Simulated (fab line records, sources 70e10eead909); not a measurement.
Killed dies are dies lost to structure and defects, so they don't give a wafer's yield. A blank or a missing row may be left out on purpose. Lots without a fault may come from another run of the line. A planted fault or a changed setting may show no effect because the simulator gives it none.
Which tool did it? | flow nand_harc | 12 lots, 36 wafers sampled, at 7 steps of a route of 1302

WHAT THE GAUGES READ, wafer by wafer
NHARC_A_M0_THK_MEAS_24: measures by xrf. Usual: thk_nm 113.4 nm, standard deviation 1.6.
lot  | measured     | on            | thk_nm (nm)       | flag
L923 | day 23 01:55 | film_metro-01 | 114.0 115.5 111.8 |
L924 | day 23 03:44 | film_metro-01 | 113.4 111.5 114.7 |
L925 | day 23 19:24 | film_metro-02 | 113.3 116.5 113.3 |
L927 | day 24 00:14 | film_metro-02 | 109.2 113.9 110.0 |
L926 | day 24 02:00 | film_metro-01 | 113.7 112.7 112.4 |
L928 | day 24 17:28 | film_metro-01 | 111.8 114.3 110.8 |
L931 | day 26 01:38 | film_metro-01 | 116.5 110.9 112.1 |
L939 | day 29 14:40 | film_metro-02 | 111.0 114.8 112.7 |
L941 | day 30 13:45 | film_metro-01 | 113.8 114.6 114.6 |
L943 | day 30 16:29 | film_metro-02 | 114.9 114.4 112.5 |
L945 | day 31 22:30 | film_metro-02 | 114.0 114.6 115.2 |
L946 | day 32 22:38 | film_metro-01 | 112.2 114.5 113.2 |

NHARC_A_M1_CD_MEAS_09: target cd 120 nm. Usual: cd_nm 120.5 nm, standard deviation 0.89.
lot  | measured     | on        | cd_nm (nm)        | flag
L923 | day 23 03:27 | cd_sem-02 | 120.5 120.6 120.4 |
L924 | day 23 05:10 | cd_sem-02 | 120.4 120.2 119.9 |
L925 | day 23 21:07 | cd_sem-02 | 120.1 120.5 119.2 |
L927 | day 24 02:40 | cd_sem-01 | 120.1 120.4 118.2 |
L926 | day 24 03:38 | cd_sem-03 | 120.9 120.3 121.9 |
L928 | day 24 19:02 | cd_sem-02 | 120.5 119.7 118.7 |
L931 | day 26 03:22 | cd_sem-02 | 121.0 121.0 121.8 |
L939 | day 29 16:20 | cd_sem-02 | 125.7 124.9 125.8 | OFF
L941 | day 30 15:11 | cd_sem-02 | 126.0 124.4 124.8 | OFF
L943 | day 30 18:01 | cd_sem-01 | 120.2 119.5 119.3 |
L945 | day 31 23:56 | cd_sem-03 | 121.1 120.5 120.9 |
L946 | day 33 00:02 | cd_sem-03 | 120.8 120.6 122.9 |

NHARC_A_M1_CD_MEAS_16. Usual: cd_nm 120.0 nm, standard deviation 1.1.
lot  | measured     | on        | cd_nm (nm)        | flag
L923 | day 23 03:56 | cd_sem-03 | 119.9 121.2 120.2 |
L924 | day 23 05:39 | cd_sem-02 | 120.2 120.3 119.1 |
L925 | day 23 21:39 | cd_sem-02 | 119.4 119.8 118.6 |
L927 | day 24 03:10 | cd_sem-03 | 119.4 120.2 118.1 |
L926 | day 24 04:08 | cd_sem-02 | 120.3 119.3 121.4 |
L928 | day 24 19:31 | cd_sem-01 | 120.4 119.2 118.6 |
L931 | day 26 03:50 | cd_sem-02 | 120.5 120.4 121.9 |
L939 | day 29 16:52 | cd_sem-03 | 124.7 124.9 124.9 | OFF
L941 | day 30 15:40 | cd_sem-03 | 125.3 123.8 126.2 | OFF
L943 | day 30 18:31 | cd_sem-03 | 119.1 117.7 120.0 |
L945 | day 32 00:28 | cd_sem-03 | 121.8 119.2 121.1 |
L946 | day 33 00:31 | cd_sem-03 | 120.9 119.7 123.3 |

NHARC_END_SORT_01. Usual: defect_limited_yield 90.5 %, standard deviation 2.4; killed_at_array 59, standard deviation 16; killed_at_other 0.7, standard deviation 1.1; killed_at_periphery 4, standard deviation 3; killed_dies 64, standard deviation 16; killed_open 3.4, standard deviation 1.8; killed_short 2.6, standard deviation 1.7.
lot  | measured     | on        | defect_limited_yield (%) | killed_at_array | killed_at_other | killed_at_periphery | killed_dies | killed_open | killed_short | flag
L923 | day 24 15:25 | prober-01 | 92.9 91.6 92.0           | 40 51 44        | 1 1 0           | 7 5 10              | 48 57 54    | 3 8 6       | 4 0 3        |
L924 | day 24 15:25 | prober-02 | 89.1 88.3 90.4           | 70 76 54        | 4 3 7           | 0 0 4               | 74 79 65    | 2 3 5       | 2 3 2        | OFF
L927 | day 25 19:38 | prober-02 | 93.4 92.3 91.4           | 45 50 54        | 0 1 2           | 0 1 2               | 45 52 58    | 2 2 4       | 0 2 2        |
L931 | day 27 17:26 | prober-02 | 93.1 95.1 93.8           | 33 24 34        | 0 1 0           | 14 8 8              | 47 33 42    | 5 1 2       | 3 0 3        |
L939 | day 31 04:16 | prober-01 | 91.1 95.0 91.7           | 56 32 47        | 0 0 0           | 4 2 9               | 60 34 56    | 3 1 6       | 1 2 4        |

WHICH TOOL RAN EACH LOT (tool, then ch and the chambers of the sampled wafers, then the start)
lot  | NHARC_A_M0_ANNEAL_30             | NHARC_A_M1_PEB_07                 | NHARC_A_M1_ETCH_15
L923 | rtp_anneal-02 ch 0, day 23 01:19 | litho_track-01 ch 0, day 23 03:22 | rie_diel-10 ch 2,3, day 23 03:56 or earlier
L924 | rtp_anneal-01 ch 0, day 23 03:08 | litho_track-01 ch 0, day 23 05:05 | rie_diel-07 ch 1,3, day 23 05:39 or earlier
L925 | rtp_anneal-01 ch 0, day 23 18:44 | litho_track-06 ch 0, day 23 21:02 | rie_diel-04 ch 0,2,3, day 23 21:39 or earlier
L927 | rtp_anneal-02 ch 0, day 23 23:38 | litho_track-06 ch 0, day 24 02:35 | rie_diel-07 ch 0,1,3, day 24 03:10 or earlier
L926 | rtp_anneal-02 ch 0, day 24 01:20 | litho_track-01 ch 0, day 24 03:34 | rie_diel-07 ch 1,2, day 24 04:08 or earlier
L928 | rtp_anneal-01 ch 0, day 24 16:49 | litho_track-01 ch 0, day 24 18:57 | rie_diel-04 ch 1,2,3, day 24 19:31 or earlier
L931 | rtp_anneal-01 ch 0, day 26 01:07 | litho_track-06 ch 0, day 26 03:16 | rie_diel-07 ch 1,2, day 26 03:50 or earlier
L939 | rtp_anneal-02 ch 0, day 29 14:00 | litho_track-06 ch 0, day 29 16:15 | rie_diel-04 ch 0,2, day 29 16:52 or earlier
L941 | rtp_anneal-01 ch 0, day 30 13:06 | litho_track-06 ch 0, day 30 15:06 | rie_diel-07 ch 1,2,3, day 30 15:40 or earlier
L943 | rtp_anneal-01 ch 0, day 30 15:49 | litho_track-01 ch 0, day 30 17:56 | rie_diel-07 ch 0,2,3, day 30 18:31 or earlier
L945 | rtp_anneal-02 ch 0, day 31 21:50 | litho_track-04 ch 0, day 31 23:51 | rie_diel-10 ch 0,2,3, day 32 00:28 or earlier
L946 | rtp_anneal-01 ch 0, day 32 22:01 | litho_track-04 ch 0, day 32 23:57 | rie_diel-07 ch 1,2,3, day 33 00:31 or earlier
- NHARC_A_M0_ANNEAL_30: time 90 s.
- NHARC_A_M1_PEB_07: peb time 65 s.
- NHARC_A_M1_ETCH_15: etches the open film in C4F8/Ar, target depth 182.5 nm, time 91.2 s.

WHAT THE TOOLS THEMSELVES READ (means of the sampled wafers that have a number; where no wafer has one, the mark that the record gives instead)
NHARC_A_M0_ANNEAL_30. Usual: anneal_temp_c 224.97 C, standard deviation 0.17; wafer_temp_C_max 226.30, standard deviation 0.27.
lot  | tool          | anneal_temp_c (C) | wafer_temp_C_max | flag
L923 | rtp_anneal-02 | 224.97            | 226.38           |
L924 | rtp_anneal-01 | 224.80            | 226.31           |
L925 | rtp_anneal-01 | 225.07            | 226.26           |
L927 | rtp_anneal-02 | 225.14            | 226.36           |
L926 | rtp_anneal-02 | 224.98            | 226.33           |
L928 | rtp_anneal-01 | 224.64            | 226.05           |
L931 | rtp_anneal-01 | 224.98            | 226.08           |
L939 | rtp_anneal-02 | 225.03            | 226.33           |
L941 | rtp_anneal-01 | 225.07            | 226.37           |
L943 | rtp_anneal-01 | 224.82            | 225.96           |
L945 | rtp_anneal-02 | 225.14            | 226.52           |
L946 | rtp_anneal-01 | 225.15            | 225.90           |

NHARC_A_M1_PEB_07. Usual: heater_power_total_W 156.7 W, standard deviation 0.41; plate_temp_C 99.99 C, standard deviation 0.13.
lot  | tool           | heater_power_total_W (W) | plate_temp_C (C) | flag
L923 | litho_track-01 | 157.0                    | 100.16           |
L924 | litho_track-01 | 156.4                    | 99.92            |
L925 | litho_track-06 | 156.0                    | 100.02           |
L927 | litho_track-06 | 156.4                    | 99.99            |
L926 | litho_track-01 | 156.4                    | 99.94            |
L928 | litho_track-01 | 156.8                    | 99.94            |
L931 | litho_track-06 | 156.7                    | 100.09           |
L939 | litho_track-06 | 160.3                    | 101.75           | OFF
L941 | litho_track-06 | 160.1                    | 101.60           | OFF
L943 | litho_track-01 | 156.7                    | 100.06           |
L945 | litho_track-04 | 156.8                    | 99.98            |
L946 | litho_track-04 | 157.0                    | 99.88            |

NHARC_A_M1_ETCH_15. Usual: oes_product_au 0.943 a.u., standard deviation 0.021; rf_vpp_V 439.9 V, standard deviation 2.9.
lot  | tool        | oes_product_au (a.u.) | rf_vpp_V (V) | flag
L923 | rie_diel-10 | 0.920                 | 440.2        |
L924 | rie_diel-07 | 0.966                 | 436.2        |
L925 | rie_diel-04 | 0.961                 | 441.3        |
L927 | rie_diel-07 | 0.915                 | 438.0        |
L926 | rie_diel-07 | 0.929                 | 438.6        |
L928 | rie_diel-04 | 0.939                 | 439.2        |
L931 | rie_diel-07 | 0.937                 | 438.6        |
L939 | rie_diel-04 | 0.917                 | 442.8        |
L941 | rie_diel-07 | 0.957                 | 439.5        |
L943 | rie_diel-07 | 0.962                 | 440.8        |
L945 | rie_diel-10 | 0.961                 | 438.5        |
L946 | rie_diel-07 | 0.926                 | 439.3        |

THE ANSWER, worked out from the rows above alone
Rule: a lot is off if the mean of its wafers that have a number lies more than 3 standard deviations from the usual mean. A lot without any number at a reading at which 4 lots or more have one is off too. The other lots that the step has rows for count as sound. The gauges are gone through in route order, then the tools' own readings, and for those a lot's mean is taken as printed above. The first step at which some lot is off is used, and at that step the reading that is off furthest; a lot without a number counts as furthest.
Off: L939, L941, at NHARC_A_M1_CD_MEAS_09 (cd_nm).
A tool fits if, at a process step before that reading, it ran every lot that is off, and no sound lot after the first of them. The gauges at NHARC_A_M1_CD_MEAS_09 aren't tried: what is off there is off at NHARC_A_M1_CD_MEAS_16 too, on other tools, and a gauge's error can't cause that. One fits: litho_track-06 at NHARC_A_M1_PEB_07. Its last sound lot is L931 (day 26 03:16), its first lot that is off L939 (day 29 16:15): a fault that began between those two fits.
The tool's own readings at NHARC_A_M1_PEB_07 bear it out: on the lots that are off they differ by more than 5 times the standard deviation of the sound lots' means. heater_power_total_W reads 160.2 W there against 156.6 W on the sound lots; plate_temp_C reads 101.67 C there against 100.00 C on the sound lots.

WHAT THE SIMULATOR HAD PUT IN
Process parameter drift: litho_track-06, from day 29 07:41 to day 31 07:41, at NHARC_A_M1_PEB_07. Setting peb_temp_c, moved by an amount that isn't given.
Lots struck among those shown: L939, L941. The rule above found the same.
